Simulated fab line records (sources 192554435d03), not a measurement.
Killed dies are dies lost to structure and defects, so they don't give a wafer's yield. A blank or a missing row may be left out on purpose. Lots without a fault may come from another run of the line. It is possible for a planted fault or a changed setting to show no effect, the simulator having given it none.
Which of the tools did it? | flow n5 finfet | 10 lots, 29 wafers sampled, at 3 steps of a route of 1938

== WHAT THE GAUGES READ, wafer by wafer ==
N5_BEOL_M4_RC_MEAS_101.
lot  | measured     | on        | DIBL_N (mV/V)  | DIBL_P (mV/V)  | IOFF_N (nA/um) | IOFF_P (nA/um) | ION_N (uA/um) | ION_P (uA/um) | SS_N (mV/dec)  | SS_P (mV/dec)  | VT_N (mV)   | VT_P (mV)
L193 | day 8 19:58  | prober-02 | 38.1 35.6 35.8 | 37.6 34.7 34.2 | 0.21 0.15 0.16 | 0.31 0.24 0.24 | 687 673 680   | 479 473 473   | 72.3 71.4 70.9 | 74.1 73.8 73.1 | 246 248 247 | -240 -245 -246
L192 | day 8 23:04  | prober-02 | 33.6 35.1 34.7 | 34.6 36.4 36.5 | 0.13 0.16 0.15 | 0.19 0.22 0.22 | 662 683 676   | 461 468 475   | 71.1 71.5 71.6 | 73.4 74.3 73.2 | 254 251 252 | -249 -245 -249
L195 | day 9 00:59  | prober-01 | 40.9 38.7 39.4 | 38.9 35.7 37.6 | 0.24 0.19 0.19 | 0.29 0.22 0.25 | 696 677 678   | 474 460 463   | 72.2 71.5 71.9 | 73.9 72.8 73.9 | 242 246 248 | -246 -248 -248
L197 | day 9 06:25  | prober-02 | 32.9 35.6 34.9 | 33.4 35.8 34.8 | 0.11 0.16 0.15 | 0.16 0.19 0.17 | 660 679 670   | 455 461 460   | 70.7 71.8 72.0 | 72.0 72.5 72.5 | 254 248 249 | -254 -252 -254
L205 | day 11 16:00 | prober-02 | 34.2 38.1 39.3 | 33.6 38.7 41.4 | 0.12 0.18 0.20 | 0.17 0.23 0.28 | 650 687 679   | 453 467 460   | 71.5 71.6 72.3 | 72.0 73.6 74.5 | 253 251 250 | -255 -249 -245
L206 | day 11 21:11 | prober-01 | 40.2 37.6 39.0 | 42.0 39.5 39.6 | 0.26 0.20 0.22 | 0.30 0.26 0.25 | 697 687 681   | 471 465 455   | 73.5 72.0 72.6 | 74.6 74.1 74.0 | 244 246 246 | -245 -248 -247
L207 | day 12 01:38 | prober-02 | 38.1 37.3 37.4 | 37.8 37.4 37.3 | 0.16 0.18 0.16 | 0.21 0.22 0.21 | 685 687 676   | 469 471 470   | 71.9 72.5 72.7 | 73.6 73.9 72.8 | 250 247 251 | -252 -251 -251
L212 | day 13 06:49 | prober-01 | 36.3 32.8      | 37.3 33.6      | 0.19 0.13      | 0.26 0.20      | 689 652       | 471 457       | 72.2 71.2      | 73.4 71.7      | 246 253     | -245 -250
L211 | day 13 07:31 | prober-02 | 35.7 40.3 36.5 | 36.0 39.2 36.0 | 0.16 0.23 0.16 | 0.20 0.24 0.20 | 685 684 685   | 469 461 468   | 70.9 72.7 71.6 | 73.0 74.4 73.3 | 248 245 249 | -250 -252 -253
L213 | day 13 09:58 | prober-02 | 36.4 36.8 37.0 | 36.7 36.7 37.2 | 0.17 0.17 0.18 | 0.21 0.22 0.23 | 672 671 675   | 459 454 460   | 71.2 72.2 71.9 | 73.0 73.5 73.8 | 248 248 247 | -252 -250 -250

N5_BEOL_M6_THK_MEAS_53: measures by xrf.
lot  | measured     | on            | M6_THK (nm)
L193 | day 9 15:43  | film metro-02 | 85.6 84.5 85.2
L192 | day 9 22:11  | film metro-01 | 79.6 84.0 81.9
L195 | day 9 21:26  | film metro-01 | 81.1 78.4 79.7
L197 | day 10 04:13 | film metro-01 | 79.9 80.2 79.7
L205 | day 12 10:12 | film metro-01 | 80.1 80.9 80.7
L206 | day 12 18:35 | film metro-01 | 83.0 85.3 82.0
L207 | day 12 20:41 | film metro-01 | 77.5 77.9 78.8
L212 | day 14 02:50 | film metro-02 | 78.9 79.1
L211 | day 14 02:37 | film metro-02 | 79.5 79.9 80.2
L213 | day 14 08:13 | film metro-01 | 80.7 81.4 79.0

== WHICH TOOL RAN EACH LOT (tool, then ch and the chambers of the sampled wafers, then the start) ==
lot  | N5_BEOL_M6_DEGAS_44
L193 | pvd sputter-02, day 9 13:49
L192 | pvd sputter-02, day 9 20:05
L195 | pvd sputter-02, day 9 20:00
L197 | pvd sputter-03, day 10 02:46
L205 | pvd sputter-01, day 12 08:30
L206 | pvd sputter-02, day 12 16:35
L207 | pvd sputter-03, day 12 19:14
L212 | pvd sputter-01, day 14 01:07
L211 | pvd sputter-02, day 14 01:06
L213 | pvd sputter-01, day 14 06:16
- N5_BEOL_M6_DEGAS_44: time 60 s.

== AS READ BY THE TOOLS THEMSELVES (means over the sampled wafers that have a number; for cases with no such wafer, the mark the record gives instead) ==
N5_BEOL_M6_DEGAS_44.
lot  | tool           | heater power w (W) | susceptor temp C (C)
L193 | pvd sputter-02 | 375                | 249.92
L192 | pvd sputter-02 | 366                | 250.00
L195 | pvd sputter-02 | 351                | 250.27
L197 | pvd sputter-03 | 338                | 249.86
L205 | pvd sputter-01 | 325                | 250.08
L206 | pvd sputter-02 | 365                | 249.97
L207 | pvd sputter-03 | 341                | 250.17
L212 | pvd sputter-01 | 308                | 250.12
L211 | pvd sputter-02 | 356                | 249.75
L213 | pvd sputter-01 | 348                | 249.97

== THE ANSWER, worked out from the rows above alone ==
Rule: the usual values come from the lots themselves. The widest of any qualifying gaps counts: lots, ordered by their means at a reading, are off when they make up no more than a third of the lots, leave a main group of 4 or more, and stand apart from it by 3 or more times the standard deviation of that group's means. A main group is skipped when, at the precision printed for the reading in the tables above, its means are all equal. Also off: a lot with no number at a reading for which 4 or more lots have one. The other lots that the step has rows for count as sound. Order of review: gauges by route order, followed by the tools' own readings, for which a lot's mean as printed above is used. At the first step where some lot is off, the reading lying furthest off is the one used; lots without a number count as furthest.
Off: L206, L207, at N5_BEOL_M4_RC_MEAS_101 (SS_N). The main group: mean 71.7 mV/dec, standard deviation 0.15.
If a tool, at a process step before that reading, ran all the lots that are off and no sound lot after the first of them, it fits. Those tools and the gauges at N5_BEOL_M4_RC_MEAS_101 are tried in the same way. Of those tried, none fits.

== WHAT HAD BEEN PUT IN BY THE SIMULATOR ==
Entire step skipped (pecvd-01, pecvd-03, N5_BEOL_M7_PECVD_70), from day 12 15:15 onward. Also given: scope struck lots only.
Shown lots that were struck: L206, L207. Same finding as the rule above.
